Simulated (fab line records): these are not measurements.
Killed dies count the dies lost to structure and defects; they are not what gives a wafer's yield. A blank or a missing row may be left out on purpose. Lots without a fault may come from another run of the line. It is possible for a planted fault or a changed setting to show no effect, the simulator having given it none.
fab line records ; flow nandHarc
[record] lots = 13; wafers = 38; lastDay = 32
route steps=1302 shown A_SOURCE_PLATE@420 A_ONON_D1@437 A_CHANNEL_HOLE_D1@466 END@1302
lots that met no fault: taken from a fault-free run of the same line
startH: the number of hours between the record's first day and the start of the first shown wafer of the lot ; waitH: hours elapsed since this lot's preceding step ; " unchanged from the row above ; L1.1+2: several wafers, shown together as one row ; - either no value or no given start ; * or withheld: withheld ; < > ~ a bound
route shown NAME@n: NAME is a module with steps in the file, n the number in the route of the first one ; usual: mean/standard deviation of fault-free wafers ; same: alike in all rows ; chamber/n: place in a boat ; sites: readings site by site ; _std_site: the standard deviation of these ; _edge_site: inner sites' mean taken away from outer sites' mean ; radiusMm: for every site, how far away it sits from the centre of the wafer ; mask NAME#n: copy n ; behind: the tool/chamber that last shaped the wafer ; hold: why the lot went on hold/how many hours it stayed there/how the hold came to an end ; device: the transistor (n, p or np) that didn't switch ; end of line: the route-end tests of the same wafers ; a step with no rows: only its recipe ; killed: the dies lost at the first sort to structure and to defects; this is not the yield of the wafer ; map: a wafer's dies, x killed, . not, _ none there
set.NAME: the setting that was run; set.NAME@STEP: the one run at that earlier step ; model.NAME: the simulator's own value behind a step, which no gauge read
steps of the route over a sample of lots; a table a step, a row a wafer
services: when a tool's chamber went out of use (startH, in hours from the record's first day, below 0 if earlier), for how many hours, and the reason
[[steps]]
[step NHARC_A_SOURCE_PLATE_THK_MEAS_06]
[recipe] thkMeasGauge = ellipsometry
[usual] thkNm = 200.2/2
lot.wafer;tool;chamber;startH;waitH;thkNm
L149.2;filmMetro-02;-;166.56;0.4;200.7
L149.4;filmMetro-02;-;166.56;0.4;199.8
L149.5;filmMetro-02;-;166.56;0.4;202.3
L150.2;filmMetro-01;-;166.56;0.4;200.6
L150.3;filmMetro-01;-;166.56;0.4;198.5
L150.6;filmMetro-01;-;166.56;0.4;198.9
L151.1;filmMetro-01;-;183.47;0.4;200.1
L151.2;filmMetro-01;-;183.47;0.4;199.9
L151.3;filmMetro-01;-;183.47;0.4;199.2
L154.1;filmMetro-01;-;207.72;0.4;199.1
L154.3;filmMetro-01;-;207.72;0.4;201.3
L154.4;filmMetro-01;-;207.72;0.4;201.6
L155.1;filmMetro-02;-;223.97;0.4;199.9
L155.3;filmMetro-02;-;223.97;0.4;200.7
L155.5;filmMetro-02;-;223.97;0.4;201.0
L156.3;filmMetro-01;-;240.99;0.4;202.6
L156.5;filmMetro-01;-;240.99;0.4;201.6
L156.6;filmMetro-01;-;240.99;0.4;201.6
L158.2;filmMetro-02;-;249.82;0.4;202.1
L158.3;filmMetro-02;-;249.82;0.4;203.3
L158.4;filmMetro-02;-;249.82;0.4;200.9
L159.1;filmMetro-01;-;271.11;0.4;203.9
L159.5;filmMetro-01;-;271.11;0.4;202.7
L159.6;filmMetro-01;-;271.11;0.4;201.0
L160.1;filmMetro-01;-;280.01;0.4;198.0
L160.4;filmMetro-01;-;280.01;0.4;198.4
L160.6;filmMetro-01;-;280.01;0.4;199.1
L161.3;filmMetro-02;-;280.01;0.4;196.8
L161.4;filmMetro-02;-;280.01;0.4;195.8
L161.6;filmMetro-02;-;280.01;0.4;198.3
L162.3;filmMetro-02;-;287.92;0.4;200.7
L162.4;filmMetro-02;-;287.92;0.4;202.1
L162.6;filmMetro-02;-;287.92;0.4;200.2
L168.1;filmMetro-02;-;347.66;0.4;202.8
L168.2;filmMetro-02;-;347.66;0.4;203.7
L168.5;filmMetro-02;-;347.66;0.4;202.9
L170.4;filmMetro-02;-;363.73;0.4;200.8
L170.5;filmMetro-02;-;363.73;0.4;199.5
[step NHARC_A_ONON_D1_THK_MEAS_18]
[recipe] thkMeasGauge = ellipsometry
[usual] thkNm = 1001/9.9
lot.wafer;tool;chamber;startH;waitH;thkNm
L149.2;filmMetro-02;-;177.25;-;1007
L149.4;filmMetro-02;-;177.25;-;1005
L149.5;filmMetro-02;-;177.25;-;1007
L150.2;filmMetro-01;-;177.25;-;1007
L150.3;filmMetro-01;-;177.25;-;1009
L150.6;filmMetro-01;-;177.25;-;1008
L151.1;filmMetro-01;-;197.03;-;996
L151.2;filmMetro-01;-;197.03;-;997
L151.3;filmMetro-01;-;197.03;-;996
L154.1;filmMetro-02;-;220.40;-;1000
L154.3;filmMetro-02;-;220.40;-;1002
L154.4;filmMetro-02;-;220.40;-;1001
L155.1;filmMetro-02;-;239.17;-;992
L155.3;filmMetro-02;-;239.17;-;991
L155.5;filmMetro-02;-;239.17;-;991
L156.3;filmMetro-02;-;251.72;-;982
L156.5;filmMetro-02;-;251.72;-;982
L156.6;filmMetro-02;-;251.72;-;982
L158.2;filmMetro-02;-;261.55;-;985
L158.3;filmMetro-02;-;261.55;-;985
L158.4;filmMetro-02;-;261.55;-;987
L159.1;filmMetro-02;-;281.83;-;1012
L159.5;filmMetro-02;-;281.83;-;1011
L159.6;filmMetro-02;-;281.83;-;1012
L161.3;filmMetro-02;-;290.63;-;1001
L161.4;filmMetro-02;-;290.63;-;1001
L161.6;filmMetro-02;-;290.63;-;1002
L160.1;filmMetro-01;-;290.63;-;1004
L160.4;filmMetro-01;-;290.63;-;1006
L160.6;filmMetro-01;-;290.63;-;1003
L162.3;filmMetro-01;-;298.60;-;1003
L162.4;filmMetro-01;-;298.60;-;1002
L162.6;filmMetro-01;-;298.60;-;1005
L168.1;filmMetro-01;-;358.40;-;993
L168.2;filmMetro-01;-;358.40;-;992
L168.5;filmMetro-01;-;358.40;-;992
L170.4;filmMetro-01;-;374.74;-;998
L170.5;filmMetro-01;-;374.74;-;1000
[step NHARC_A_ONON_D1_DEP_28]
[recipe] targetThkA = 10000; n2FlowSccm = 2750; n2oFlowSccm = 2000; nh3FlowSccm = 500; sih4FlowSccm = 210; tempC = 400
lot.wafer;tool;chamber;startH;waitH
L150.2+3+6;pecvdOnon-03;0;179.06;0.1
L149.2+4+5;pecvdOnon-04;0;179.33;0.4
L151.1+2+3;pecvdOnon-03;0;198.78;0.1
L154.1+3+4;pecvdOnon-04;0;222.17;0.1
L155.1+3+5;pecvdOnon-02;0;240.94;0.1
L156.3+5+6;pecvdOnon-03;0;253.60;0.2
L158.2+3+4;pecvdOnon-03;0;263.36;0.1
L159.1+5+6;pecvdOnon-02;0;283.59;0.1
L160.1+4+6;pecvdOnon-02;0;292.40;0.1
L161.3+4+6;pecvdOnon-04;0;292.50;0.2
L162.3+4+6;pecvdOnon-02;0;300.50;0.2
L168.1+2+5;pecvdOnon-04;0;360.15;0.1
L170.4+5;pecvdOnon-04;0;376.67;0.2
[step NHARC_A_ONON_D1_THK_MEAS_30]
[recipe] thkMeasGauge = ellipsometry
[usual] thkNm = 1001/10
lot.wafer;tool;chamber;startH;waitH;thkNm
L150.2;filmMetro-02;-;179.52;-;996
L150.3;filmMetro-02;-;179.52;-;994
L150.6;filmMetro-02;-;179.52;-;996
L149.2;filmMetro-02;-;179.78;-;1008
L149.4;filmMetro-02;-;179.78;-;1008
L149.5;filmMetro-02;-;179.78;-;1006
L151.1;filmMetro-01;-;199.31;-;999
L151.2;filmMetro-01;-;199.31;-;999
L151.3;filmMetro-01;-;199.31;-;999
L154.1;filmMetro-01;-;222.68;-;985
L154.3;filmMetro-01;-;222.68;-;985
L154.4;filmMetro-01;-;222.68;-;984
L155.1;filmMetro-01;-;241.45;-;1007
L155.3;filmMetro-01;-;241.45;-;1006
L155.5;filmMetro-01;-;241.45;-;1005
L156.3;filmMetro-01;-;253.99;-;1011
L156.5;filmMetro-01;-;253.99;-;1012
L156.6;filmMetro-01;-;253.99;-;1011
L158.2;filmMetro-01;-;263.81;-;983
L158.3;filmMetro-01;-;263.81;-;982
L158.4;filmMetro-01;-;263.81;-;983
L159.1;filmMetro-02;-;284.10;-;1000
L159.5;filmMetro-02;-;284.10;-;1000
L159.6;filmMetro-02;-;284.10;-;1001
L161.3;filmMetro-02;-;292.90;-;1002
L161.4;filmMetro-02;-;292.90;-;1002
L161.6;filmMetro-02;-;292.90;-;1002
L160.1;filmMetro-01;-;292.91;-;1001
L160.4;filmMetro-01;-;292.91;-;998
L160.6;filmMetro-01;-;292.91;-;1001
L162.3;filmMetro-02;-;300.89;-;1011
L162.4;filmMetro-02;-;300.89;-;1013
L162.6;filmMetro-02;-;300.89;-;1012
L168.1;filmMetro-02;-;360.66;-;1023
L168.2;filmMetro-02;-;360.66;-;1952
L168.5;filmMetro-02;-;360.66;-;1951
L170.4;filmMetro-01;-;377.01;-;1005
L170.5;filmMetro-01;-;377.01;-;1933
[step NHARC_A_CHANNEL_HOLE_D1_ETCH_38]
[recipe] targetDepthA = 390; overEtchFrac = 0.3; timeS = 65; ionEnergyEv = 80; cf4FlowSccm = 150; arFlowSccm = 0; rfW = 300; biasW = 100; chemistry = CF4
[usual] drypumpMotorCurrentA = 5.65/0.29; oesProductAu = 1.002/0.0074; rfVppV = 151.7/1.3; showerheadPlenumPTorr = 1.80/0.073; throttleValvePct = 13.284/0.0084
lot.wafer;tool;chamber;startH;waitH;drypumpMotorCurrentA;oesProductAu;rfHoursCounterH;rfVppV;showerheadPlenumPTorr;throttleValvePct
L150.2;rieDiel-02;3;183.17;0.1;5.80;1.004;34;150.0;1.68;13.288
L150.3;rieDiel-02;0;183.17;0.1;5.90;1.011;36;150.0;1.75;13.270
L150.6;rieDiel-02;0;183.17;0.1;5.99;1.003;-;150.3;1.75;13.287
L149.4;rieDiel-08;1;184.19;0.1;5.65;0.995;53;151.0;1.74;13.298
L149.2;rieDiel-08;2;184.19;0.1;6.22;1.008;58;151.2;1.81;13.288
L149.5;rieDiel-08;3;184.19;0.1;6.06;1.000;-;153.0;1.89;13.284
L151.2;rieDiel-10;0;205.46;0.1;5.63;0.990;8;153.0;1.85;13.292
L151.3;rieDiel-10;1;205.46;0.1;5.69;0.994;9;151.3;1.76;13.282
L151.1;rieDiel-10;3;205.46;0.1;5.34;0.994;10;152.6;1.71;13.295
L154.3;rieDiel-10;3;227.79;0.1;5.35;0.999;12;150.4;1.71;13.284
L154.4;rieDiel-10;0;227.79;0.1;5.64;1.003;10;152.9;1.85;13.289
L154.1;rieDiel-10;1;227.79;0.1;5.69;1.005;11;150.8;1.76;13.265
L155.3;rieDiel-02;1;244.83;0.1;5.45;1.007;7;151.5;1.89;13.286
L155.1;rieDiel-02;3;244.83;0.1;5.85;0.997;5;150.0;1.67;13.281
L155.5;rieDiel-02;1;244.83;0.1;5.44;0.995;-;151.4;1.89;13.290
L156.3;rieDiel-10;0;259.03;0.1;5.63;0.996;0;151.5;1.84;13.269
L156.5;rieDiel-10;2;259.03;0.1;5.53;1.005;-;153.4;1.89;13.290
L156.6;rieDiel-10;3;259.03;0.1;5.34;1.016;-;151.6;1.71;13.281
L158.3;rieDiel-10;3;267.18;0.1;5.34;1.015;1;150.0;1.71;13.272
L158.2;rieDiel-10;0;267.18;0.1;5.64;1.009;1;154.5;1.84;13.292
L158.4;rieDiel-10;3;267.18;0.1;5.34;1.010;-;150.3;1.71;13.287
L159.1;rieDiel-02;1;287.78;0.2;5.47;0.995;24;153.4;1.89;13.279
L159.5;rieDiel-02;3;287.78;0.2;5.85;1.005;-;150.7;1.67;13.272
L159.6;rieDiel-02;0;287.78;0.2;5.90;0.999;-;150.6;1.74;13.284
L161.4;rieDiel-10;2;296.41;0.1;5.55;1.008;5;153.0;1.89;13.278
L161.3;rieDiel-10;0;296.41;0.1;5.67;1.006;5;151.9;1.84;13.276
L161.6;rieDiel-10;2;296.41;0.1;5.56;1.010;-;153.4;1.89;13.277
L160.4;rieDiel-10;3;297.55;0.1;5.35;1.005;5;151.3;1.71;13.282
L160.1;rieDiel-10;1;297.55;0.1;5.71;1.000;2;151.1;1.76;13.268
L160.6;rieDiel-10;0;297.55;0.1;5.65;1.005;-;151.5;1.84;13.284
L162.4;rieDiel-10;2;304.54;0.1;5.53;1.008;7;152.4;1.89;13.292
L162.3;rieDiel-10;3;304.54;0.1;5.33;1.005;6;150.4;1.71;13.276
L162.6;rieDiel-10;2;304.54;0.1;5.52;1.010;-;153.2;1.89;13.293
L168.1;rieDiel-10;1;364.13;0.1;5.71;0.997;7;152.1;1.76;13.270
L170.4;rieDiel-10;3;384.09;0.1;5.33;1.002;-;150.1;1.71;13.269
[step NHARC_END_SORT_01]
[recipe] tempC = 25
[usual] killedAtArray = 59/19; killedAtOther = 0.6/0.85; killedAtPeriphery = 3.8/2.5; killedDies = 64/19; killedOpen = 3.3/1.8; killedShort = 2.2/1.6
[same] grossDies = 677
lot.wafer;tool;chamber;startH;waitH;killedAtArray;killedAtOther;killedAtPeriphery;killedDies;killedOpen;killedShort
L168.1;prober-02;0;764.97;2.5;25;0;3;28;4;0
L168.2;prober-02;0;765.77;2.8;674;1;2;677;4;1
L168.5;prober-02;0;768.17;3.7;671;0;6;677;7;3
L170.4;prober-01;0;774.56;3.4;51;2;4;57;4;1
L170.5;prober-01;0;775.37;3.7;671;0;6;677;2;3
// killed by level:class
L168.1 A_CHANNEL_HOLE_D1:chamberFilmFlake=11 A_SLIT:chamberFilmFlake=6 P_GATE:chamberFilmFlake=2 P_GATE:geometricParticle:open=1 A_CHANNEL_FILL_D1:geometricParticle:open=1 A_CHANNEL_FILL_D2:geometricParticle:open=1 A_M0:geometricParticle:open=1 A_ZERO_WELL:chamberFilmFlake=1
L168.2 A_ONON_D1:areaDep=650 A_CHANNEL_HOLE_D1:chamberFilmFlake=13 A_SLIT:chamberFilmFlake=3 A_STAIRCASE:chamberFilmFlake=2 A_DECK1_JOINT:geometricParticle:open=1 A_CHANNEL_FILL_D2:geometricParticle:short=1 A_WL_FILL:geometricParticle:open=1 A_BLC:geometricParticle:open=1
L168.5 A_ONON_D1:areaDep=640 A_CHANNEL_HOLE_D1:chamberFilmFlake=9 A_DECK1_JOINT:chamberFilmFlake=5 A_SLIT:chamberFilmFlake=5 P_CONTACT:chamberFilmFlake=2 A_CHANNEL_FILL_D2:chamberFilmFlake=2 A_M1:chamberFilmFlake=2 P_GATE:geometricParticle:open=1
L170.4 A_CHANNEL_HOLE_D2:chamberFilmFlake=18 A_CHANNEL_HOLE_D1:chamberFilmFlake=12 A_CONTACT:chamberFilmFlake=8 A_SLIT:chamberFilmFlake=5 P_STI:chamberFilmFlake=4 A_WL_FILL:chamberFilmFlake=2 A_ONON_D1:geometricParticle:open=1 A_ONON_D2:geometricParticle:open=1
L170.5 A_ONON_D1:areaDep=608 A_CHANNEL_HOLE_D2:chamberFilmFlake=18 A_CHANNEL_HOLE_D1:chamberFilmFlake=15 A_CONTACT:chamberFilmFlake=9 A_SLIT:chamberFilmFlake=8 A_STAIRCASE:chamberFilmFlake=5 P_STI:chamberFilmFlake=4 A_DECK1_JOINT:chamberFilmFlake=4
[[services]]
tool;chamber;startH;hours;kind
rieDiel-10;-;168.35;0.1;repair
pecvdOnon-02;-;185.09;13.0;pm
pecvdOnon-03;-;186.71;2.8;repair
rieDiel-08;-;191.69;9.0;pm
rieDiel-10;-;194.77;0.6;repair
rieDiel-02;-;216.70;9.0;pm
pecvdOnon-03;-;227.00;13.0;pm
pecvdOnon-04;-;241.68;7.7;repair
rieDiel-10;-;242.76;9.0;pm
rieDiel-02;2;272.19;1.5;repair
rieDiel-08;1;283.86;1.2;repair
rieDiel-02;0;304.79;9.6;repair
rieDiel-02;2;306.82;7.8;repair
pecvdOnon-04;-;311.91;13.0;pm
rieDiel-02;3;337.15;5.8;repair
rieDiel-08;1;349.31;3.2;repair
rieDiel-02;3;353.28;2.9;repair
rieDiel-10;0;361.11;7.6;repair
rieDiel-10;3;361.83;9.2;repair
rieDiel-08;3;363.40;7.2;repair
pecvdOnon-02;-;366.09;13.0;pm
rieDiel-08;-;368.69;9.0;pm
rieDiel-02;1;371.08;4.7;repair
rieDiel-10;1;377.76;13.8;repair
[[key]]
[firstSign] step = NHARC_A_ONON_D1_THK_MEAS_30; reading = thkNm; direction = up; sigmas = 95; usual = 1001; struck = 1945
[effect] step = NHARC_END_SORT_01; reading = killedDies; direction = up; sigmas = 33; usual = 64; struck = 677
[moreKillsBornAt] NHARC_A_ONON_D1_DEP_28@pecvdOnon-04 = 1898
metAt NHARC_A_ONON_D1_DEP_28
struckLots L168,L170
struckWafers L168.2,L168.5,L170.5
laterRowsLeftOut L168.2,L168.5,L170.5
testerLeftOut L168,L170
notActingAt NHARC_A_SOURCE_PLATE_THK_MEAS_06,NHARC_A_ONON_D1_THK_MEAS_18,NHARC_A_CHANNEL_HOLE_D1_ETCH_38
onsetBetween 292.50 360.15
[fault] kind = processParameterDrift; tool = pecvdOnon-04; chamber = -; onsetH = 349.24; steps = NHARC_A_ONON_D1_DEP_28; channel = targetThkA; offset = *; shape = step; endH = 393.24; scope = struckWafersOnly; actsIn = *; stated = *
// testerLeftOut: of these lots the tester's yield and bins aren't shown, on N5 and GAA mostly nor the transistor test; their killed dies are dies lost to structure and defects alone, not to doping, threshold or leakage, so they don't give the yield
// laterRowsLeftOut: the simulator's readings of these wafers behind a module that went badly wrong aren't trusted and aren't shown, but for the sort
